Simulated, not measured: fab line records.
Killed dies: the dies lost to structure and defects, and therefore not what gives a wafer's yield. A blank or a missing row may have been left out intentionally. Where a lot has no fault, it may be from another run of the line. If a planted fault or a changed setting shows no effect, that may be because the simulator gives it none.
Chamber matching || flow n5Finfet || 4 sister chambers for N5_BEOL_M6_STRIP_19 on rieDiel-06
The step strips in O2. 4 wafers are shown with their chamber, then 7 later ones without.

## WAFERS WITH THEIR CHAMBER
{"wafer": "L074.6", "chamber": 0, "drypumpMotorCurrentA (A)": 6.4}
{"wafer": "L085.1", "chamber": 2, "drypumpMotorCurrentA (A)": 4.9}
{"wafer": "L089.1", "chamber": 3, "drypumpMotorCurrentA (A)": 6.4}
{"wafer": "L089.4", "chamber": 1, "drypumpMotorCurrentA (A)": 5.8}

## WAFERS WHOSE CHAMBER IS MISSING
{"wafer": "L089.6", "drypumpMotorCurrentA (A)": 6.3}
{"wafer": "L090.3", "drypumpMotorCurrentA (A)": 5.7}
{"wafer": "L090.4", "drypumpMotorCurrentA (A)": 6.4}
{"wafer": "L090.6", "drypumpMotorCurrentA (A)": 5.8}
{"wafer": "L094.2", "drypumpMotorCurrentA (A)": 5.7}
{"wafer": "L094.3", "drypumpMotorCurrentA (A)": 6.4}
{"wafer": "L094.6", "drypumpMotorCurrentA (A)": 5.0}

## EACH ONE'S CHAMBER
{"wafer": "L089.6", "from the rows above": "can't be placed: 0 or 3", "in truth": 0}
{"wafer": "L090.3", "from the rows above": 1, "in truth": 1}
{"wafer": "L090.4", "from the rows above": "can't be placed: 0 or 3", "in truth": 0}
{"wafer": "L090.6", "from the rows above": 1, "in truth": 1}
{"wafer": "L094.2", "from the rows above": 1, "in truth": 1}
{"wafer": "L094.3", "from the rows above": "can't be placed: 0 or 3", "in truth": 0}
{"wafer": "L094.6", "from the rows above": 2, "in truth": 2}
Correctly placed: 4 of 7. From these rows, 3 cannot be placed; in 3 the true chamber is one of the candidates. Number placed wrongly: 0.
How it was worked out, from the rows above alone: a wafer's distance from a chamber is the root of the sum, over the readings, of the square of ((its reading less the chamber's mean) divided by the reading's scatter). The wafer belongs to the nearest chamber; if the next one is less than 2 further off, it can't be placed. The mean given for a chamber averages the wafers shown for that chamber. The scatter (one wafer shown for each chamber): square how far every hidden wafer sits from the nearest shown wafer, average those squares and take the square root.
